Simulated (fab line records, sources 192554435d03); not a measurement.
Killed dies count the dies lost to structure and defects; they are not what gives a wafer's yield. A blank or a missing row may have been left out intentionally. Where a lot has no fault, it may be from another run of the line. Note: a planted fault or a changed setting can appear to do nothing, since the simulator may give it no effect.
fab line records	flow n5Finfet	part 1 of 2: steps 1 to 21 of 30
record lots=5	wafers=15	lastDay=18
route steps=1938 shown BEOL_M6@1238 BEOL_M7@1263
lots untouched by any fault: they come from a run of this same line in which no faults occurred
startH: hours from the record's first day to the start of the lot's first wafer shown	waitH: hours elapsed since this lot's preceding step	" same as the row above	L1.1+2: several wafers, shown together as one row	- value missing, or start not given	* or withheld: withheld	< > ~ a bound
route shown NAME@n: names a module that has steps shown in the file, with the first one's number in the route	usual: the fault-free wafers' mean and standard deviation	same: alike in all rows	chamber/n: place in a boat	sites: readings site by site	_std_site: standard deviation of those values	_edge_site: outer sites' mean less inner sites'	radiusMm: how far each site lies from the wafer's centre	mask NAME#n: copy n	behind: the last tool/chamber to shape the wafer	hold: why the lot went on hold/how many hours it stayed there/how the hold came to an end	device: the n, p or np transistor that did not switch	end of line: the route-end tests of the same wafers	a step with no rows: only its recipe	killed: dies lost to structure and defects at the first sort, not the wafer's yield	map: a wafer's dies, x killed, . not, _ none there
set.NAME: the run value of the setting; set.NAME@STEP: its run value at that earlier step	model.NAME: the simulator's own value behind a step, which no gauge read
a table for each step, a row for each wafer; lots at some steps of the route
services: a tool's chamber out of use, with start hour (startH, from the record's first day; less than 0 if before it), hours out, and reason
## steps
# step N5_BEOL_M6_STRIP_36
# recipe chemistry=N2/H2	powerW=450	tempC=40	pressureMtorr=20	rfFrequencyHz=6e+07	overashFraction=0.3	biasPowerW=7	h2Frac=0.5	n2FlowSccm=200	h2FlowSccm=200
# usual drypumpMotorCurrentA=5.8/0.4	oesProductAu=0.79/0.097	rfVppV=59.4/1.5	showerheadPlenumPTorr=2.56/0.1	throttleValvePct=23.58/0.24
lot.wafer	tool	chamber	startH	waitH	drypumpMotorCurrentA	oesProductAu	rfHoursCounterH	rfVppV	showerheadPlenumPTorr	throttleValvePct
L075.3	rieDiel-03	0	190.79	0.0	6.2	0.68	209	59.5	2.62	23.82
L075.4	"	0	"	"	6.2	0.69	-	61.3	2.62	23.84
L075.6	"	1	"	"	6.1	0.65	-	59.5	2.50	23.58
L076.3	rieDiel-01	3	195.88	0.0	5.7	0.92	16	59.0	2.71	23.98
L076.4	"	0	"	"	5.1	0.80	107	59.8	2.66	23.53
L076.6	"	0	"	"	5.1	0.78	-	59.9	2.66	23.50
L081.1	rieDiel-05	1	226.09	0.0	5.5	0.67	247	58.2	2.48	23.65
L081.3	"	3	"	"	6.1	0.72	219	60.4	2.40	23.41
L081.4	"	1	"	"	5.5	0.67	-	58.8	2.48	23.64
L083.2	rieDiel-05	2	235.34	0.0	6.1	0.72	195	59.0	2.62	23.80
L083.3	"	3	"	"	6.1	0.70	224	57.2	2.40	23.44
L083.5	"	2	"	"	6.1	0.71	-	57.6	2.62	23.75
L093.1	rieDiel-01	0	334.75	0.0	5.1	0.74	153	59.9	2.64	23.58
L093.2	"	2	"	"	5.5	0.82	96	61.4	2.57	23.60
L093.4	"	3	"	"	5.7	0.84	62	59.2	2.69	24.07
# step N5_BEOL_M6_TRENCH_ETCH_37
# recipe chemistry=C4F6/O2	targetDepthA=944.35	target=SiCOH_lowk	timeS=31.5	ionEnergyEv=250	pressureMtorr=30	sourceW=345	biasW=185	Ar_flow_sccm=300	C4F6_flow_sccm=10	O2_flow_sccm=10
# usual drypumpMotorCurrentA=5.8/0.39	mfcArSccm=299.9/0.84	oesProductAu=0.79/0.097	rfVppV=666/14	showerheadPlenumPTorr=2.87/0.11	throttleValvePct=20.92/0.26
lot.wafer	tool	chamber	startH	waitH	drypumpMotorCurrentA	mfcArSccm	oesProductAu	rfHoursCounterH	rfVppV	showerheadPlenumPTorr	throttleValvePct
L075.3	rieDiel-03	0	-	-	6.2	300.4	0.69	209	673	2.93	21.14
L075.4	"	0	"	"	6.2	300.9	0.69	-	675	2.93	21.14
L075.6	"	1	"	"	6.1	299.2	0.66	-	659	2.79	20.80
L076.3	rieDiel-01	3	-	-	5.7	299.2	0.91	16	656	3.03	21.25
L076.4	"	0	"	"	5.2	298.8	0.78	107	675	2.97	20.86
L076.6	"	0	"	"	5.2	300.2	0.77	-	675	2.97	20.85
L081.1	rieDiel-05	1	-	-	5.5	301.3	0.66	247	651	2.79	21.05
L081.3	"	3	"	"	6.1	299.9	0.71	219	641	2.69	20.81
L081.4	"	1	"	"	5.5	299.8	0.66	-	652	2.79	21.08
L083.2	rieDiel-05	2	-	-	6.1	298.5	0.72	195	681	2.94	21.16
L083.3	"	3	"	"	6.1	300.4	0.70	224	640	2.68	20.82
L083.5	"	2	"	"	6.2	298.0	0.71	-	680	2.94	21.16
L093.1	rieDiel-01	0	-	-	5.1	298.5	0.74	153	674	2.95	20.90
L093.2	"	2	"	"	5.5	298.8	0.81	96	681	2.86	20.75
L093.4	"	3	"	"	5.7	300.2	0.83	62	655	3.01	21.30
# step N5_BEOL_M6_ETCH_41
# recipe chemistry=CH3F/O2	target=SiCN	targetDepthA=297	taperDeg=2	timeS=52	ionEnergyEv=120	maskMaterial=TiN	pressureMtorr=30	sourceW=395	biasW=75	Ar_flow_sccm=150	CH3F_flow_sccm=30	O2_flow_sccm=20
# usual drypumpMotorCurrentA=5.8/0.39	mfcArSccm=150.0/0.48	oesProductAu=0.79/0.097	rfVppV=297.7/1.8	showerheadPlenumPTorr=2.02/0.079	throttleValvePct=16.33/0.27
lot.wafer	tool	chamber	startH	waitH	drypumpMotorCurrentA	mfcArSccm	oesProductAu	rfHoursCounterH	rfVppV	showerheadPlenumPTorr	throttleValvePct
L075.3	rieDiel-03	0	-	-	6.2	150.8	0.69	209	297.6	2.07	16.59
L075.4	"	0	"	"	6.2	151.1	0.69	-	298.4	2.07	16.59
L075.6	"	1	"	"	6.1	150.8	0.67	-	296.0	1.96	16.25
L076.3	rieDiel-01	3	-	-	5.6	149.8	0.91	16	301.5	2.14	16.52
L076.4	"	0	"	"	5.1	150.2	0.79	107	299.2	2.09	16.25
L076.6	"	0	"	"	5.1	150.3	0.78	-	298.5	2.09	16.26
L081.1	rieDiel-05	1	-	-	5.5	149.6	0.66	247	296.5	1.96	16.53
L081.3	"	3	"	"	6.1	150.3	0.71	219	295.8	1.89	16.33
L081.4	"	1	"	"	5.5	149.9	0.66	-	295.7	1.96	16.54
L083.2	rieDiel-05	2	-	-	6.2	150.1	0.72	195	298.3	2.07	16.59
L083.3	"	3	"	"	6.1	150.3	0.70	224	295.6	1.88	16.34
L083.5	"	2	"	"	6.1	149.3	0.71	-	297.6	2.07	16.59
L093.1	rieDiel-01	0	-	-	5.1	150.0	0.74	153	299.4	2.07	16.34
L093.2	"	2	"	"	5.5	150.5	0.81	96	297.7	2.01	16.18
L093.4	"	3	"	"	5.7	150.2	0.84	62	299.6	2.12	16.61
# step N5_BEOL_M6_STRIP_80
# recipe chemistry=N2/H2	timeS=10	powerW=450	tempC=40	pressureMtorr=20	rfFrequencyHz=6e+07	biasPowerW=7	n2FlowSccm=200	h2FlowSccm=200
# usual drypumpMotorCurrentA=5.8/0.39	oesProductAu=0.79/0.096	rfVppV=59.3/0.82	showerheadPlenumPTorr=2.56/0.1	throttleValvePct=23.59/0.23
lot.wafer	tool	chamber	startH	waitH	drypumpMotorCurrentA	oesProductAu	rfHoursCounterH	rfVppV	showerheadPlenumPTorr	throttleValvePct
L075.3	rieDiel-03	0	-	-	6.2	0.69	209	59.1	2.62	23.81
L075.4	"	0	"	"	6.2	0.68	-	59.3	2.62	23.82
L075.6	"	1	"	"	6.1	0.66	-	58.5	2.50	23.62
L076.3	rieDiel-01	3	-	-	5.7	0.91	16	60.1	2.71	23.99
L076.4	"	0	"	"	5.2	0.79	107	59.2	2.66	23.53
L076.6	"	0	"	"	5.2	0.79	-	60.5	2.66	23.55
L081.1	rieDiel-05	1	-	-	5.5	0.66	247	59.2	2.48	23.66
L081.3	"	3	"	"	6.1	0.72	219	58.9	2.40	23.44
L081.4	"	1	"	"	5.5	0.66	-	58.8	2.48	23.66
L083.2	rieDiel-05	2	-	-	6.1	0.71	195	58.8	2.62	23.77
L083.3	"	3	"	"	6.1	0.71	224	58.3	2.40	23.45
L083.5	"	2	"	"	6.1	0.71	-	60.5	2.62	23.78
L093.1	rieDiel-01	0	-	-	5.2	0.75	153	60.7	2.64	23.58
L093.2	"	2	"	"	5.5	0.81	96	59.3	2.57	23.59
L093.4	"	3	"	"	5.7	0.84	62	59.1	2.69	24.06
# step N5_BEOL_M6_OCD_MEAS_38
# usual trenchDepthNm=93.7/1.8
lot.wafer	tool	chamber	startH	waitH	trenchDepthNm
L075.3	ocd-01	-	190.99	-	93.7
L075.4	"	-	"	"	93.6
L075.6	"	-	"	"	93.9
L076.3	ocd-01	-	196.08	-	93.8
L076.4	"	-	"	"	93.2
L076.6	"	-	"	"	93.7
L081.1	ocd-01	-	226.28	-	89.3
L081.3	"	-	"	"	93.6
L081.4	"	-	"	"	89.7
L083.2	ocd-02	-	235.53	-	92.0
L083.3	"	-	"	"	92.9
L083.5	"	-	"	"	92.4
L093.1	ocd-01	-	334.95	-	93.1
L093.2	"	-	"	"	93.3
L093.4	"	-	"	"	94.1
# step N5_BEOL_M6_HM_STRIP_39
# recipe chemistry=peroxideTinStrip	material=TiN	targetDepthA=250	tempC=50	timeS=158
lot.wafer	tool	chamber	startH	waitH
L075.3+4+6	wetBench-06	6,2,4	191.02	0.0
L076.3+4+6	wetBench-04	1,2,0	196.12	0.0
L081.1+3+4	wetBench-04	0,6,7	226.31	0.0
L083.2+3+5	wetBench-06	5,7,6	235.56	0.0
L093.1+2+4	wetBench-01	6,7,5	334.98	0.0
# step N5_BEOL_M6_SRD_40
# recipe timeS=30	tempC=23	rinseLiquid=diw	dry=ipaMarangoni
# usual doSupplyPpb=9.99/0.1
lot.wafer	tool	chamber	startH	waitH	doSupplyPpb
L075.3	wetBench-06	6	191.07	0.0	9.97
L075.4	"	2	"	"	9.95
L075.6	"	4	"	"	9.96
L076.3	wetBench-04	1	196.17	0.0	10.16
L076.4	"	2	"	"	9.97
L076.6	"	0	"	"	10.06
L081.1	wetBench-04	0	226.36	0.0	10.02
L081.3	"	6	"	"	10.12
L081.4	"	7	"	"	9.95
L083.2	wetBench-06	5	235.61	0.0	9.85
L083.3	"	7	"	"	9.96
L083.5	"	6	"	"	9.83
L093.1	wetBench-01	6	335.03	0.0	9.99
L093.2	"	7	"	"	10.19
L093.4	"	5	"	"	9.96
# step N5_BEOL_M6_PRECLEAN_42
# recipe chemistry=residueRemover	timeS=60	tempC=40
lot.wafer	tool	chamber	startH	waitH
L075.3+4+6	wetBench-06	6,2,4	191.08	0.0
L076.3+4+6	wetBench-04	1,2,0	196.18	0.0
L081.1+3+4	wetBench-04	0,6,7	226.37	0.0
L083.2+3+5	wetBench-06	5,7,6	235.63	0.0
L093.1+2+4	wetBench-01	6,7,5	335.04	0.0
# step N5_BEOL_M6_SRD_43
# recipe timeS=30	tempC=23	rinseLiquid=diw	dry=ipaMarangoni
# usual doSupplyPpb=9.99/0.1
lot.wafer	tool	chamber	startH	waitH	doSupplyPpb
L075.3	wetBench-06	6	191.10	0.0	9.90
L075.4	"	2	"	"	10.20
L075.6	"	4	"	"	10.08
L076.3	wetBench-04	1	196.20	0.0	10.11
L076.4	"	2	"	"	10.06
L076.6	"	0	"	"	9.91
L081.1	wetBench-04	0	226.39	0.0	9.99
L081.3	"	6	"	"	10.03
L081.4	"	7	"	"	9.89
L083.2	wetBench-06	5	235.64	0.0	10.14
L083.3	"	7	"	"	10.04
L083.5	"	6	"	"	9.80
L093.1	wetBench-01	6	335.06	0.0	9.69
L093.2	"	7	"	"	10.04
L093.4	"	5	"	"	9.85
# step N5_BEOL_M6_CD_MEAS_35
# recipe targetCdNm=40	targetCdYNm=28	polarity=opening
# usual cdNm=39.8/0.75
lot.wafer	tool	chamber	startH	waitH	cdNm
L075.3	cdSem-01	-	191.14	0.0	39.0
L075.4	"	-	"	"	39.8
L075.6	"	-	"	"	39.7
L076.3	cdSem-02	-	196.24	0.0	39.3
L076.4	"	-	"	"	38.6
L076.6	"	-	"	"	39.0
L081.1	cdSem-01	-	226.43	0.0	40.4
L081.3	"	-	"	"	41.1
L081.4	"	-	"	"	40.0
L083.2	cdSem-03	-	235.68	0.0	39.2
L083.3	"	-	"	"	39.2
L083.5	"	-	"	"	38.8
L093.1	cdSem-02	-	335.10	0.0	41.4
L093.2	"	-	"	"	40.6
L093.4	"	-	"	"	39.8
# step N5_BEOL_M6_CURE_75
# recipe tempC=370	timeS=120	ambient=DMADMS/He	material=SiCOH_lowk
# usual lampPowerPct=52.32/0.053	wafer_temp_C_max=371.9/0.65
lot.wafer	tool	chamber	startH	waitH	lampPowerPct	wafer_temp_C_max
L075.3	uvCure-01	2	191.28	0.1	52.37	371.1
L075.4	"	2	"	"	52.34	370.6
L075.6	"	2	"	"	52.35	370.9
L076.3	uvCure-01	0	196.38	0.1	52.41	371.3
L076.4	"	0	"	"	52.29	371.5
L076.6	"	0	"	"	52.26	371.7
L081.1	uvCure-01	2	226.47	0.0	52.33	370.7
L081.3	"	2	"	"	52.35	371.0
L081.4	"	2	"	"	52.37	370.8
L083.2	uvCure-01	1	235.78	0.1	52.20	372.4
L083.3	"	1	"	"	52.38	372.1
L083.5	"	1	"	"	52.42	371.6
L093.1	uvCure-03	0	335.14	0.0	52.31	372.8
L093.2	"	0	"	"	52.30	372.7
L093.4	"	0	"	"	52.35	373.0
# step N5_BEOL_M6_DEGAS_44
# recipe ambient=vacuum	tempC=250	timeS=60
# usual heaterPowerW=335/29
lot.wafer	tool	chamber	startH	waitH	heaterPowerW
L075.3	pvdSputter-02	-	191.55	0.2	360
L075.4	"	-	"	"	307
L075.6	"	-	"	"	314
L076.3	pvdSputter-02	-	196.85	0.4	321
L076.4	"	-	"	"	308
L076.6	"	-	"	"	313
L081.1	pvdSputter-02	-	227.38	0.9	355
L081.3	"	-	"	"	319
L081.4	"	-	"	"	306
L083.2	pvdSputter-01	-	236.22	0.4	320
L083.3	"	-	"	"	326
L083.5	"	-	"	"	333
L093.1	pvdSputter-03	-	335.84	0.6	345
L093.2	"	-	"	"	313
L093.4	"	-	"	"	347
# step N5_BEOL_M6_PRE_CLEAN_45
# recipe gas=H2/He	timeS=30	tempC=250
# usual heaterPowerW=335/29
lot.wafer	tool	chamber	startH	waitH	heaterPowerW
L075.3	pvdSputter-02	-	191.59	0.0	355
L075.4	"	-	"	"	309
L075.6	"	-	"	"	315
L076.3	pvdSputter-02	-	196.89	0.0	324
L076.4	"	-	"	"	305
L076.6	"	-	"	"	310
L081.1	pvdSputter-02	-	227.42	0.0	363
L081.3	"	-	"	"	326
L081.4	"	-	"	"	318
L083.2	pvdSputter-01	-	236.26	0.0	327
L083.3	"	-	"	"	320
L083.5	"	-	"	"	331
L093.1	pvdSputter-03	-	335.88	0.0	351
L093.2	"	-	"	"	309
L093.4	"	-	"	"	343
# step N5_BEOL_M6_ALD_77
# recipe material=TaN	targetThkA=20	tempC=275	aldPrecursorFamily=PDMAT	aldCoReactant=NH3	pressureTorr=3	carrierFlowSccm=1500	pulseTimeS=2	purgeTimeS=3	coReactantPurgeTimeS=2	coReactantPulseTimeS=3	aldCycles=40	precursorVesselTempC=75	precursorVesselPressureTorr=26.25	precursorVesselCarrierSccm=1000
# usual heaterPowerW=408/44
# same pulseTimeS=2
lot.wafer	tool	chamber	startH	waitH	heaterPowerW	sinceWetCleanH
L075.3	aldMetal-02	1	191.88	0.3	369	1393
L075.4	"	0	"	"	353	1393
L075.6	"	2	"	"	344	-
L076.3	aldMetal-02	1	196.97	0.1	358	1398
L076.4	"	3	"	"	378	1398
L076.6	"	0	"	"	357	-
L081.1	aldMetal-02	0	227.49	0.1	355	1429
L081.3	"	2	"	"	345	1429
L081.4	"	1	"	"	365	1429
L083.2	aldMetal-03	2	236.34	0.1	413	2976
L083.3	"	1	"	"	475	2976
L083.5	"	3	"	"	476	-
L093.1	aldMetal-04	2	335.94	0.0	442	4614
L093.2	"	0	"	"	407	4614
L093.4	"	3	"	"	465	4614
# step N5_BEOL_M6_SURFACE_TREAT_79
# recipe gas=Ar	timeS=*	ionEnergyEv=*	ionCurrentMaCm2=0.5	pressureMtorr=*	arFlowSccm=30
# usual throttleValvePct=*
lot.wafer	tool	chamber	startH	waitH	throttleValvePct
L075.3	pvdSputter-01	-	193.67	1.7	*
L075.4	"	-	"	"	*
L075.6	"	-	"	"	*
L076.3	pvdSputter-03	-	197.29	0.2	*
L076.4	"	-	"	"	*
L076.6	"	-	"	"	*
L081.1	pvdSputter-02	-	227.82	0.2	*
L081.3	"	-	"	"	*
L081.4	"	-	"	"	*
L083.2	pvdSputter-02	-	236.71	0.2	*
L083.3	"	-	"	"	*
L083.5	"	-	"	"	*
L093.1	pvdSputter-01	-	336.24	0.2	*
L093.2	"	-	"	"	*
L093.4	"	-	"	"	*
# step N5_BEOL_M6_CVD_78
# recipe material=Co	targetThkA=20	tempC=withheld	precursor=CCTBA/H2	pressureTorr=30	timeS=142.3
lot.wafer	tool	chamber	startH	waitH	sinceWetCleanH
L075.3	cvdCo-01	0	193.73	0.0	954
L075.4	"	0	"	"	-
L075.6	"	2	"	"	-
L076.3	cvdCo-02	0	197.37	0.1	739
L076.4	"	2	"	"	-
L076.6	"	1	"	"	-
L081.1	cvdCo-02	1	227.89	0.0	1207
L081.3	"	0	"	"	769
L081.4	"	2	"	"	-
L083.2	cvdCo-02	0	236.77	0.0	778
L083.3	"	1	"	"	1215
L083.5	"	1	"	"	-
L093.1	cvdCo-01	2	336.30	0.0	637
L093.2	"	1	"	"	200
L093.4	"	1	"	"	-
# step N5_BEOL_M6_SPUTTER_48
# recipe material=Cu	targetThkA=100	tempC=-20	biasV=60	powerW=26000	chamberPressurePa=0.13	timeS=1.667
# usual substrateTempC=-20.00/0.09	throttleValvePct=30.3/1.3
lot.wafer	tool	chamber	startH	waitH	substrateTempC	throttleValvePct
L075.3	pvdSputter-01	-	193.91	0.1	-19.97	30.8
L075.4	"	-	"	"	-20.02	31.1
L075.6	"	-	"	"	-20.00	31.0
L076.3	pvdSputter-03	-	197.51	0.1	-19.91	28.9
L076.4	"	-	"	"	-20.02	29.2
L076.6	"	-	"	"	-19.98	28.9
L081.1	pvdSputter-01	-	228.15	0.2	-20.08	31.0
L081.3	"	-	"	"	-20.16	32.3
L081.4	"	-	"	"	-20.11	31.1
L083.2	pvdSputter-02	-	236.93	0.1	-20.07	30.2
L083.3	"	-	"	"	-20.18	30.5
L083.5	"	-	"	"	-20.03	29.8
L093.1	pvdSputter-01	-	336.50	0.2	-19.95	32.7
L093.2	"	-	"	"	-20.00	30.8
L093.4	"	-	"	"	-19.87	31.1
# step N5_BEOL_M6_ECD_50
# recipe material=Cu	targetThkA=3000
lot.wafer	tool	chamber	startH	waitH
L075.3+4+6	ecdCu-02	1,0,1	194.05	0.1
L076.3+4+6	ecdCu-01	1,0,0	197.65	0.1
L081.1+3+4	ecdCu-01	1,1,0	228.27	0.1
L083.2+3+5	ecdCu-01	0	237.04	0.1
L093.1+2+4	ecdCu-02	0,1,0	336.62	0.1
# step N5_BEOL_M6_ANNEAL_51
# recipe tempC=225	timeS=90	ambient=N2
# usual wafer_temp_C_max=225.74/0.2
lot.wafer	tool	chamber	startH	waitH	wafer_temp_C_max
L075.3	rtpAnneal-02	0	194.21	0.1	225.40
L075.4	"	0	"	"	225.73
L075.6	"	0	"	"	225.51
L076.3	rtpAnneal-01	0	197.82	0.1	225.72
L076.4	"	0	"	"	225.77
L076.6	"	0	"	"	225.72
L081.1	rtpAnneal-02	0	228.36	0.1	225.28
L081.3	"	0	"	"	225.45
L081.4	"	0	"	"	225.40
L083.2	rtpAnneal-01	0	237.57	0.5	225.78
L083.3	"	0	"	"	226.16
L083.5	"	0	"	"	225.90
L093.1	rtpAnneal-02	0	336.71	0.1	225.49
L093.2	"	0	"	"	225.49
L093.4	"	0	"	"	225.68
# step N5_BEOL_M6_CMP_52
# recipe stopOn=SiCOH_lowk	tOverpolishS=6.9	downForcePsi=1	platenRpm=50	clearingPlatenDownForcePsi=1.5	clearingPlatenRpm=50	postCmpClean=cuAlkaline	targetThkNm=80	clearingPlatenPadVelocityMS=0.99484	padVelocityMS=0.99484
# usual barrierFieldEndpointS=29.0/0.63	motorCurrentA=6.0/0.69	overpolishRunS=6.901/0.0088	timeToEndpointS=63.5/2.8
lot.wafer	tool	chamber	startH	waitH	barrierFieldEndpointS	motorCurrentA	overpolishRunS	timeToEndpointS
L075.4	cmp-04	0	194.42	0.1	28.2	4.6	6.897	59.3
L075.3	"	2	"	"	28.8	6.6	6.894	61.4
L075.6	"	1	"	"	28.1	6.5	6.893	61.6
L076.3	cmp-04	1	198.06	0.2	28.2	6.4	6.906	65.5
L076.4	"	3	"	"	29.2	5.0	6.898	65.6
L076.6	"	0	"	"	28.5	5.0	6.902	63.8
L081.1	cmp-02	1	228.66	0.3	29.2	5.8	6.905	68.1
L081.4	"	2	"	"	29.5	6.3	6.896	64.1
L081.3	"	3	"	"	28.5	6.8	6.877	62.1
L083.2	cmp-04	1	237.83	0.2	29.6	6.1	6.907	58.4
L083.3	"	0	"	"	29.6	4.7	6.891	60.9
L083.5	"	2	"	"	29.6	6.2	6.907	59.5
L093.2	cmp-01	2	337.05	0.2	29.0	6.4	6.887	66.2
L093.1	"	3	"	"	29.6	6.5	6.894	63.7
L093.4	"	0	"	"	29.4	6.6	6.903	63.7
# step N5_BEOL_M6_THK_MEAS_53
# recipe thkMeasGauge=xrf	reads=Cu_of_BEOL_M6_ECD_50
# usual M6_THK=79.7/2
lot.wafer	tool	chamber	startH	waitH	M6_THK[nm]
L075.3	filmMetro-02	-	194.71	-	79.8
L075.4	"	-	"	"	79.7
L075.6	"	-	"	"	82.1
L076.3	filmMetro-02	-	198.32	-	79.6
L076.4	"	-	"	"	79.4
L076.6	"	-	"	"	79.1
L081.1	filmMetro-02	-	228.95	-	76.3
L081.3	"	-	"	"	78.7
L081.4	"	-	"	"	76.7
L083.2	filmMetro-02	-	238.12	-	77.4
L083.3	"	-	"	"	79.3
L083.5	"	-	"	"	77.8
L093.1	filmMetro-02	-	337.30	-	79.2
L093.2	"	-	"	"	80.5
L093.4	"	-	"	"	80.9
